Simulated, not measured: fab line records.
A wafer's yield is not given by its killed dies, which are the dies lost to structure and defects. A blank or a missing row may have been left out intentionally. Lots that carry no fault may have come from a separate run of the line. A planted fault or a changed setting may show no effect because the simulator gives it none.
Matching of chambers || flow nand harc || NHARC_P_CONTACT_ALD_22 on ald metal-03 has 4 sister chambers
The step deposits TiN, target thk 3 nm, pulse time 1 s, ald cycles 150. 7 wafers are shown with their chamber, then 7 later ones without.

== EACH WAFER AND ITS CHAMBER ==
{"wafer": "L074.4", "chamber": 3, "heater power w (W)": 1062, "heater power outer w (W)": 656}
{"wafer": "L079.3", "chamber": 1, "heater power w (W)": 988, "heater power outer w (W)": 663}
{"wafer": "L079.4", "chamber": 0, "heater power w (W)": 975, "heater power outer w (W)": 632}
{"wafer": "L087.1", "chamber": 0, "heater power w (W)": 941, "heater power outer w (W)": 623}
{"wafer": "L087.6", "chamber": 2, "heater power w (W)": 1107, "heater power outer w (W)": 628}
{"wafer": "L090.4", "chamber": 1, "heater power w (W)": 987, "heater power outer w (W)": 665}
{"wafer": "L090.5", "chamber": 2, "heater power w (W)": 1114, "heater power outer w (W)": 631}

== WAFERS WITHOUT THEIR CHAMBER ==
{"wafer": "L090.6", "heater power w (W)": 993, "heater power outer w (W)": 667}
{"wafer": "L094.1", "heater power w (W)": 1089, "heater power outer w (W)": 653}
{"wafer": "L094.3", "heater power w (W)": 1018, "heater power outer w (W)": 627}
{"wafer": "L094.4", "heater power w (W)": 957, "heater power outer w (W)": 629}
{"wafer": "L096.1", "heater power w (W)": 1140, "heater power outer w (W)": 648}
{"wafer": "L096.2", "heater power w (W)": 991, "heater power outer w (W)": 615}
{"wafer": "L096.5", "heater power w (W)": 1040, "heater power outer w (W)": 656}

== THE CHAMBER EACH PASSED THROUGH ==
{"wafer": "L090.6", "from the rows above": 1, "in truth": 1}
{"wafer": "L094.1", "from the rows above": 3, "in truth": 3}
{"wafer": "L094.3", "from the rows above": 0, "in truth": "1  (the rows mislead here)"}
{"wafer": "L094.4", "from the rows above": 0, "in truth": 0}
{"wafer": "L096.1", "from the rows above": "can't be placed: 2 or 3", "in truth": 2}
{"wafer": "L096.2", "from the rows above": 0, "in truth": 0}
{"wafer": "L096.5", "from the rows above": 3, "in truth": 3}
Correctly placed: 5 of 7. Can't be placed from these rows: 1 (the true chamber is among the candidates in 1). Wrongly placed: 1.
How it was worked out, from the rows above alone: a wafer's distance from a chamber is the root of the sum, over the readings, of the square of ((its reading less the chamber's mean) divided by the reading's scatter). The wafer belongs to the nearest chamber; if the next one is less than 2 further off, it can't be placed. For every chamber, the mean is computed from those of its wafers that are shown. The scatter: take each reading less its chamber's mean, square it, sum over the shown wafers, divide by the number of wafers less the number of chambers, and take the root.
